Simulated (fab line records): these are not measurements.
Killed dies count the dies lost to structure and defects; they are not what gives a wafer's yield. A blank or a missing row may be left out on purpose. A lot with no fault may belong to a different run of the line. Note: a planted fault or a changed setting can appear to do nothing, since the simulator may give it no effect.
Matching of chambers + flow n5Finfet + N5_BEOL_M15_TRENCH_ETCH_34 on rieDiel-03 has 4 sister chambers
The step etches SiO2 in C4F8/O2/Ar, target depth 872.93 nm, time 199 s. 4 wafers are shown with their chamber, then 7 later ones without.

## EACH WAFER AND ITS CHAMBER
| wafer  | chamber | showerheadPlenumPTorr (Torr) |
|--------|---------|------------------------------|
| L085.3 | 1       | 3.36                         |
| L085.4 | 3       | 3.25                         |
| L088.1 | 2       | 3.53                         |
| L088.2 | 0       | 3.16                         |

## WAFERS WITHOUT THEIR CHAMBER
| wafer  | showerheadPlenumPTorr (Torr) |
|--------|------------------------------|
| L088.3 | 3.35                         |
| L091.1 | 3.52                         |
| L091.3 | 3.16                         |
| L091.4 | 3.52                         |
| L095.1 | 3.52                         |
| L095.2 | 3.35                         |
| L095.5 | 3.52                         |

## WHICH CHAMBER EACH ONE RAN IN
| wafer  | from the rows above | in truth |
|--------|---------------------|----------|
| L088.3 | 1                   | 1        |
| L091.1 | 2                   | 2        |
| L091.3 | 0                   | 0        |
| L091.4 | 2                   | 2        |
| L095.1 | 2                   | 2        |
| L095.2 | 1                   | 1        |
| L095.5 | 2                   | 2        |
Placed correctly: 7 of 7. Left unplaced by these rows: 0. 0 placed wrongly.
How it was worked out, from the rows above alone: a wafer's distance from a chamber is the root of the sum, over the readings, of the square of ((its reading less the chamber's mean) divided by the reading's scatter). If the next closest chamber is less than 2 further off than the closest, the wafer can't be placed; otherwise it belongs to the closest. Each chamber's mean is taken over the wafers shown for it. The scatter: root of mean squared gap, hidden wafer to nearest shown wafer, with one shown wafer a chamber.
